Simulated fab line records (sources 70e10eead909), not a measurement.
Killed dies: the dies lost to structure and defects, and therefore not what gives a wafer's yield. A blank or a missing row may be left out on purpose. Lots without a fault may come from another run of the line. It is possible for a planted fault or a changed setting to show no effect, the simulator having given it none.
Which tool did it? :: flow nand harc :: 18 wafers from 6 lots sampled at 2 of the route's 1302 steps

WHAT EACH GAUGE READ, for each wafer
NHARC_P_CONTACT_INSPECT_14.
lot: L309
measured: day 8 20:47
on: defect inspect-01
raw defect count: 2 8 6

lot: L316
measured: day 11 23:04
on: defect inspect-01
raw defect count: 6 3 6

lot: L319
measured: day 12 23:56
on: defect inspect-02
raw defect count: 9 3 4

lot: L320
measured: day 13 16:47
on: defect inspect-02
raw defect count: 2 6 6

lot: L323
measured: day 14 20:36
on: defect inspect-01
raw defect count: 3 3 2

lot: L325
measured: day 15 17:33
on: defect inspect-01
raw defect count: 3 1 5

EACH LOT AND THE TOOL THAT RAN IT (in order: tool; ch and the chambers of the sampled wafers; start)
lot: L309
NHARC_P_GATE_DEGAS_109: pvd sputter-02, day 8 18:05

lot: L316
NHARC_P_GATE_DEGAS_109: pvd sputter-02, day 11 20:23

lot: L319
NHARC_P_GATE_DEGAS_109: pvd sputter-01, day 12 21:22

lot: L320
NHARC_P_GATE_DEGAS_109: pvd sputter-02, day 13 14:07

lot: L323
NHARC_P_GATE_DEGAS_109: pvd sputter-01, day 14 18:01

lot: L325
NHARC_P_GATE_DEGAS_109: pvd sputter-02, day 15 14:32
- NHARC_P_GATE_DEGAS_109: time 60 s.

THE ANSWER, worked out from the rows above alone
Rule: the lots themselves supply what counts as usual. The widest of any qualifying gaps counts: lots, ordered by their means at a reading, are off when they make up no more than a third of the lots, leave a main group of 4 or more, and stand apart from it by 3 or more times the standard deviation of that group's means. A main group whose means are all the same, to the digits that the tables above print for the reading, isn't used. A lot without any number at a reading at which 4 lots or more have one is off too. Any other lot the step has rows for is counted as sound.
No lot is off on any of the readings shown, so nothing can be concluded from this.

WHAT THE SIMULATOR HAD PUT IN
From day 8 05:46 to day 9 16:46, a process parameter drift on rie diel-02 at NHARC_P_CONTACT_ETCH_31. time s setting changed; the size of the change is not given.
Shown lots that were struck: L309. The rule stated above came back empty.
